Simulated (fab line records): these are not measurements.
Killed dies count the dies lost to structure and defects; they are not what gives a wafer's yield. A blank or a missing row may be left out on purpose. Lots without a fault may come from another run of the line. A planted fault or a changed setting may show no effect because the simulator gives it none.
Matching of chambers || flow n5Finfet || N5_GATE_CUT_SAC_CAP_01 on aldSin-02: 4 sister chambers
The step material SiNx, target thk 24 nm, pulse time 1 s, ald cycles 480. 8 wafers are shown with their chamber, then 11 later ones without.

## WAFERS, EACH WITH ITS CHAMBER
{"wafer": "L077.6", "chamber": 0, "heaterPowerW (W)": 702, "precursorPulseHeightRel": 0.985}
{"wafer": "L080.2", "chamber": 0, "heaterPowerW (W)": 711, "precursorPulseHeightRel": 1.028}
{"wafer": "L091.2", "chamber": 2, "heaterPowerW (W)": 837, "precursorPulseHeightRel": 1.013}
{"wafer": "L091.4", "chamber": 1, "heaterPowerW (W)": 842, "precursorPulseHeightRel": 0.996}
{"wafer": "L092.1", "chamber": 3, "heaterPowerW (W)": 825, "precursorPulseHeightRel": 0.981}
{"wafer": "L092.2", "chamber": 1, "heaterPowerW (W)": 836, "precursorPulseHeightRel": 1.020}
{"wafer": "L092.3", "chamber": 2, "heaterPowerW (W)": 845, "precursorPulseHeightRel": 1.013}
{"wafer": "L095.2", "chamber": 3, "heaterPowerW (W)": 841, "precursorPulseHeightRel": 1.006}

## WAFERS WITHOUT THEIR CHAMBER
{"wafer": "L095.3", "heaterPowerW (W)": 837, "precursorPulseHeightRel": 1.017}
{"wafer": "L095.6", "heaterPowerW (W)": 829, "precursorPulseHeightRel": 0.997}
{"wafer": "L096.1", "heaterPowerW (W)": 815, "precursorPulseHeightRel": 1.020}
{"wafer": "L096.2", "heaterPowerW (W)": 853, "precursorPulseHeightRel": 1.001}
{"wafer": "L096.3", "heaterPowerW (W)": 855, "precursorPulseHeightRel": 0.986}
{"wafer": "L096.4", "heaterPowerW (W)": 713, "precursorPulseHeightRel": 1.021}
{"wafer": "L096.5", "heaterPowerW (W)": 857, "precursorPulseHeightRel": 1.025}
{"wafer": "L096.6", "heaterPowerW (W)": 700, "precursorPulseHeightRel": 0.997}
{"wafer": "L097.3", "heaterPowerW (W)": 838, "precursorPulseHeightRel": 0.986}
{"wafer": "L097.5", "heaterPowerW (W)": 705, "precursorPulseHeightRel": 1.007}
{"wafer": "L097.6", "heaterPowerW (W)": 815, "precursorPulseHeightRel": 0.965}

## WHICH CHAMBER EACH WENT THROUGH
{"wafer": "L095.3", "from the rows above": "can't be placed: 1 or 2 or 3", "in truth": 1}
{"wafer": "L095.6", "from the rows above": "can't be placed: 3 or 1 or 2", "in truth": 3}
{"wafer": "L096.1", "from the rows above": "can't be placed: 3 or 1 or 2", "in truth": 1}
{"wafer": "L096.2", "from the rows above": "can't be placed: 2 or 1 or 3", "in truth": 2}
{"wafer": "L096.3", "from the rows above": "can't be placed: 2 or 1 or 3", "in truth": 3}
{"wafer": "L096.4", "from the rows above": 0, "in truth": 0}
{"wafer": "L096.5", "from the rows above": "can't be placed: 2 or 1 or 3", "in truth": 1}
{"wafer": "L096.6", "from the rows above": 0, "in truth": 0}
{"wafer": "L097.3", "from the rows above": "can't be placed: 3 or 1 or 2", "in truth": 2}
{"wafer": "L097.5", "from the rows above": 0, "in truth": 0}
{"wafer": "L097.6", "from the rows above": "can't be placed: 3 or 1 or 2", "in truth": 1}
Correctly placed: 3 of 11. From these rows, 8 cannot be placed; in 8 the true chamber is one of the candidates. Wrongly placed: 0.
How it was worked out, from the rows above alone: a wafer's distance from a chamber is the root of the sum, over the readings, of the square of ((its reading less the chamber's mean) divided by the reading's scatter). If the next closest chamber is less than 2 further off than the closest, the wafer can't be placed; otherwise it belongs to the closest. The mean given for a chamber averages the wafers shown for that chamber. How the scatter is found: for the shown wafers, subtract from each reading the mean of its chamber, square and add these, divide the total by (wafers less chambers), then take the root.
